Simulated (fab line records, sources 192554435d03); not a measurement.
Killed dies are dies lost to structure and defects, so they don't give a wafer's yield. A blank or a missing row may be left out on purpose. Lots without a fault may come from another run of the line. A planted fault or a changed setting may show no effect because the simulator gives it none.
Which tool did it? | flow n5_finfet | 11 lots, 32 wafers sampled, at 3 steps of a route of 1938

WHAT THE GAUGES READ, wafer by wafer
N5_BEOL_M8_OVL_MEAS_12.
lot  | measured     | on         | M8_OVL (nm)
L817 | day 9 18:01  | overlay-01 | 1.0 0.7 0.8
L822 | day 11 02:53 | overlay-02 | -0.6 -0.4 -0.1
L823 | day 11 07:53 | overlay-02 | 0.3 0.0 0.2
L824 | day 11 08:40 | overlay-01 | 0.1 0.8 -0.3
L825 | day 11 09:35 | overlay-01 | 0.9 0.9 0.9
L826 | day 11 20:28 | overlay-02 | 0.2 0.6 0.6
L831 | day 13 16:46 | overlay-01 | 20.6 20.6 19.2
L835 | day 15 08:52 | overlay-01 | 20.5 20.5 20.5
L837 | day 15 09:13 | overlay-01 | -0.2 0.4 -0.2
L838 | day 16 07:04 | overlay-01 | 0.3 0.2 -0.6
L839 | day 16 07:16 | overlay-02 | 0.9 0.0

WHICH TOOL RAN EACH LOT (tool, then ch and the chambers of the sampled wafers, then the start)
lot  | N5_BEOL_M8_CURE_74            | N5_BEOL_M8_EXPOSE_08
L817 | uv_cure-03 ch 0, day 9 15:11  | arfi_scanner-03 ch 0, day 9 17:52
L822 | uv_cure-03 ch 1, day 11 00:36 | arfi_scanner-01 ch 0, day 11 02:44
L823 | uv_cure-03 ch 2, day 11 05:58 | arfi_scanner-02 ch 0, day 11 07:44
L824 | uv_cure-02 ch 2, day 11 07:01 | arfi_scanner-03 ch 0, day 11 08:31
L825 | uv_cure-02 ch 1, day 11 08:25 | arfi_scanner-02 ch 0, day 11 09:25
L826 | uv_cure-02 ch 1, day 11 19:11 | arfi_scanner-03 ch 0, day 11 20:19
L831 | uv_cure-03 ch 2, day 13 15:17 | arfi_scanner-02 ch 0, day 13 16:37
L835 | uv_cure-03 ch 2, day 15 07:35 | arfi_scanner-02 ch 0, day 15 08:44
L837 | uv_cure-01 ch 1, day 15 07:44 | arfi_scanner-01 ch 0, day 15 09:03
L838 | uv_cure-03 ch 2, day 16 04:46 | arfi_scanner-01 ch 0, day 16 06:54
L839 | uv_cure-02 ch 2, day 16 04:46 | arfi_scanner-03 ch 0, day 16 07:06
- N5_BEOL_M8_CURE_74: cures SiCOH lowk, time 240 s.
- N5_BEOL_M8_EXPOSE_08: exposes mask M8.

THE ANSWER, worked out from the rows above alone
Rule: what is usual is taken from the lots themselves. Put in order of their means at a reading, lots are off if they are a third of the lots or fewer, leave a main group of 4 or more, and stand apart from it by a gap of 3 or more times the standard deviation of the main group's means; of several such gaps the widest counts. A main group whose means are all the same, to the digits that the tables above print for the reading, isn't used. A lot without any number at a reading at which 4 lots or more have one is off too. The other lots that the step has rows for count as sound.
Off: L831, L835, at N5_BEOL_M8_OVL_MEAS_12 (M8_OVL). The main group: mean 0.3 nm, standard deviation 0.39.
A tool fits if, at a process step before that reading, it ran every lot that is off, and no sound lot after the first of them. The gauges at N5_BEOL_M8_OVL_MEAS_12 are tried like those tools. One fits: arfi_scanner-02 at N5_BEOL_M8_EXPOSE_08. Its last sound lot is L825 (day 11 09:25), its first lot that is off L831 (day 13 16:37): a fault that began between those two fits.

WHAT THE SIMULATOR HAD PUT IN
Scanner matching overlay: arfi_scanner-02, from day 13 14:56 on, at N5_BEOL_M8_EXPOSE_08. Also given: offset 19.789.
Lots struck among those shown: L831, L835. The rule above found the same.
